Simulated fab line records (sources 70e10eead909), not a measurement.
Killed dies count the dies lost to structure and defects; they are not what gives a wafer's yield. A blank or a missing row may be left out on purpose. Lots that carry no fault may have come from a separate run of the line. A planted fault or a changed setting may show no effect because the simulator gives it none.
Matching of chambers || flow nandHarc || rieDiel-13 running NHARC_A_STAIRCASE_DESCUM_270: 4 sister chambers
The step chemistry O2, time 3 s. 14 wafers are shown with their chamber, then 7 later ones without.

WAFERS PAIRED WITH THEIR CHAMBERS
{"wafer": "L077.1", "chamber": 0, "drypumpMotorCurrentA (A)": 6.3, "showerheadPlenumPTorr (Torr)": 1.96, "rfVppV (V)": 58.0}
{"wafer": "L077.2", "chamber": 1, "drypumpMotorCurrentA (A)": 6.5, "showerheadPlenumPTorr (Torr)": 2.07, "rfVppV (V)": 58.3}
{"wafer": "L077.4", "chamber": 3, "drypumpMotorCurrentA (A)": 5.6, "showerheadPlenumPTorr (Torr)": 1.78, "rfVppV (V)": 56.6}
{"wafer": "L080.2", "chamber": 0, "drypumpMotorCurrentA (A)": 6.3, "showerheadPlenumPTorr (Torr)": 1.96, "rfVppV (V)": 58.2}
{"wafer": "L080.4", "chamber": 2, "drypumpMotorCurrentA (A)": 6.5, "showerheadPlenumPTorr (Torr)": 1.90, "rfVppV (V)": 57.1}
{"wafer": "L080.6", "chamber": 3, "drypumpMotorCurrentA (A)": 5.6, "showerheadPlenumPTorr (Torr)": 1.78, "rfVppV (V)": 58.6}
{"wafer": "L084.2", "chamber": 3, "drypumpMotorCurrentA (A)": 5.6, "showerheadPlenumPTorr (Torr)": 1.77, "rfVppV (V)": 55.7}
{"wafer": "L084.5", "chamber": 1, "drypumpMotorCurrentA (A)": 6.4, "showerheadPlenumPTorr (Torr)": 2.07, "rfVppV (V)": 59.5}
{"wafer": "L084.6", "chamber": 0, "drypumpMotorCurrentA (A)": 6.3, "showerheadPlenumPTorr (Torr)": 1.95, "rfVppV (V)": 58.4}
{"wafer": "L086.2", "chamber": 0, "drypumpMotorCurrentA (A)": 6.3, "showerheadPlenumPTorr (Torr)": 1.95, "rfVppV (V)": 57.1}
{"wafer": "L086.4", "chamber": 3, "drypumpMotorCurrentA (A)": 5.5, "showerheadPlenumPTorr (Torr)": 1.77, "rfVppV (V)": 56.4}
{"wafer": "L086.5", "chamber": 1, "drypumpMotorCurrentA (A)": 6.4, "showerheadPlenumPTorr (Torr)": 2.07, "rfVppV (V)": 59.6}
{"wafer": "L093.2", "chamber": 2, "drypumpMotorCurrentA (A)": 6.5, "showerheadPlenumPTorr (Torr)": 1.89, "rfVppV (V)": 57.7}
{"wafer": "L093.5", "chamber": 3, "drypumpMotorCurrentA (A)": 5.6, "showerheadPlenumPTorr (Torr)": 2.07, "rfVppV (V)": 57.1}

SIGNATURES, as means of the wafers listed above
{"reading": "drypumpMotorCurrentA", "chamber 0": 6.300, "chamber 1": 6.433, "chamber 2": 6.500, "chamber 3": 5.580, "scatter within a chamber": 0.0383}
{"reading": "showerheadPlenumPTorr", "chamber 0": 1.9550, "chamber 1": 2.0700, "chamber 2": 1.8950, "chamber 3": 1.8340, "scatter within a chamber": 0.0836}
{"reading": "rfVppV", "chamber 0": 57.925, "chamber 1": 59.133, "chamber 2": 57.400, "chamber 3": 56.880, "scatter within a chamber": 0.832}
Rule: a wafer's distance from a chamber is the root of the sum, over the readings, of the square of ((its reading less the chamber's mean) divided by the reading's scatter). The wafer belongs to the nearest chamber; if the next one is less than 2 further off, it can't be placed. The scatter: the root of (the sum of the squares of (reading less its chamber's mean) over the shown wafers, divided by (wafers less chambers)).

WAFERS WITH NO CHAMBER GIVEN
{"wafer": "L093.6", "drypumpMotorCurrentA (A)": 6.4, "showerheadPlenumPTorr (Torr)": 1.89, "rfVppV (V)": 57.3}
{"wafer": "L094.2", "drypumpMotorCurrentA (A)": 6.3, "showerheadPlenumPTorr (Torr)": 1.94, "rfVppV (V)": 57.1}
{"wafer": "L094.3", "drypumpMotorCurrentA (A)": 6.4, "showerheadPlenumPTorr (Torr)": 2.06, "rfVppV (V)": 57.8}
{"wafer": "L094.5", "drypumpMotorCurrentA (A)": 6.5, "showerheadPlenumPTorr (Torr)": 1.89, "rfVppV (V)": 58.1}
{"wafer": "L095.1", "drypumpMotorCurrentA (A)": 6.5, "showerheadPlenumPTorr (Torr)": 1.89, "rfVppV (V)": 58.5}
{"wafer": "L095.4", "drypumpMotorCurrentA (A)": 6.3, "showerheadPlenumPTorr (Torr)": 1.94, "rfVppV (V)": 57.4}
{"wafer": "L095.6", "drypumpMotorCurrentA (A)": 6.5, "showerheadPlenumPTorr (Torr)": 1.88, "rfVppV (V)": 58.8}

WHICH CHAMBER EACH ONE RAN IN
{"wafer": "L093.6", "from the rows above": "can't be placed: 2 or 0 or 1", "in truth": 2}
{"wafer": "L094.2", "from the rows above": 0, "in truth": 0}
{"wafer": "L094.3", "from the rows above": "can't be placed: 1 or 0 or 2", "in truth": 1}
{"wafer": "L094.5", "from the rows above": 2, "in truth": 2}
{"wafer": "L095.1", "from the rows above": "can't be placed: 2 or 1", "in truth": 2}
{"wafer": "L095.4", "from the rows above": 0, "in truth": 0}
{"wafer": "L095.6", "from the rows above": "can't be placed: 2 or 1", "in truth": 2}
3 of 7 placed correctly. From these rows, 4 cannot be placed; in 4 the true chamber is one of the candidates. Placed wrongly: 0.
